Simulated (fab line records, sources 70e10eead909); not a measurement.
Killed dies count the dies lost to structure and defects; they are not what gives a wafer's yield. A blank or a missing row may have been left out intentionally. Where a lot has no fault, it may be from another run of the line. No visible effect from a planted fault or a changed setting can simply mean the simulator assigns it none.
Comparing a struck lot with a sound one	flow nandHarc	14 steps out of a route of 1159
Sound: wafers L872.1, L872.3, L872.6. Wafers L878.2, L878.3, L878.6 were the ones struck. Last of all comes the cause.
For every step that has rows: the tool of each side, followed by ch and its chambers, followed by its first start. Under that, the readings that differ: sound wafers	struck wafers	difference of the means	sigmas: that difference in standard deviations of wafers without a fault.
alike: readings whose means differ by less than 2 such deviations, and words and numbers that are the same on both sides. not compared: withheld readings, readings that some wafer has no value for, bounds like >300 that may hide the same value, and numbers for which the record gives no deviation and whose values overlap.
Wherever a step has rows on one side only, a row that says differs or no value, or a row with sigmas, the two part there. Numbers that have no deviation but don't overlap get no sigmas and don't part them. A reading missing from all wafers of one side parts the sides only when that side holds two or more wafers.

NHARC_P_ZERO_WELL_CD_MEAS_24 targets a cd of 720 nm.
  sound on cdSem-03 ch 0, day 2 14:44; struck on cdSem-02 ch 0, day 4 02:28
  alike: cdNm
then, 1 step without rows for these wafers: NHARC_P_ZERO_WELL_HARDBAKE_25 (time 80 s).
NHARC_P_ZERO_WELL_DESCUM_26: chemistry O2, time 3 s.
  sound on rieDiel-07 ch 0,1,2, day 2 14:55; struck on rieDiel-11 ch 2,3, day 4 02:37
  alike: drypumpMotorCurrentA, oesProductAu, rfVppV, showerheadPlenumPTorr, throttleValvePct
  not compared: rfHoursCounterH
then, 9 steps without rows for these wafers: NHARC_P_ZERO_WELL_IMPLANT_27; NHARC_P_ZERO_WELL_IMPLANT_57; NHARC_P_ZERO_WELL_IMPLANT_58; NHARC_P_ZERO_WELL_STRIP_28 (strips in SPM, time 840 s); NHARC_P_ZERO_WELL_DEHYDRATE_29 (time 120 s); NHARC_P_ZERO_WELL_HMDS_30 (time 30 s); NHARC_P_ZERO_WELL_COAT_31; NHARC_P_ZERO_WELL_SOFTBAKE_32 (time 95 s); NHARC_P_ZERO_WELL_EBR_33.
NHARC_P_ZERO_WELL_EXPOSE_34: exposes mask P PWELL, target cd 720 nm.
  struck on krfScanner-03, day 4 03:56; sound on krfScanner-03 ch 0, day 2 16:13
  no value came back on the struck wafers for exposureDoseMJCm2, focusOffsetNm (nm); on the sound wafers exposureDoseMJCm2 reads 22.299 22.265 22.288
  alike: mask
then, 1 step without rows for these wafers: NHARC_P_ZERO_WELL_PEB_35 (peb time 85 s).

== WHERE THEY PART ==
At NHARC_P_ZERO_WELL_EXPOSE_34 and nowhere else, as far as this record goes.

WHY: what had been put in by the simulator
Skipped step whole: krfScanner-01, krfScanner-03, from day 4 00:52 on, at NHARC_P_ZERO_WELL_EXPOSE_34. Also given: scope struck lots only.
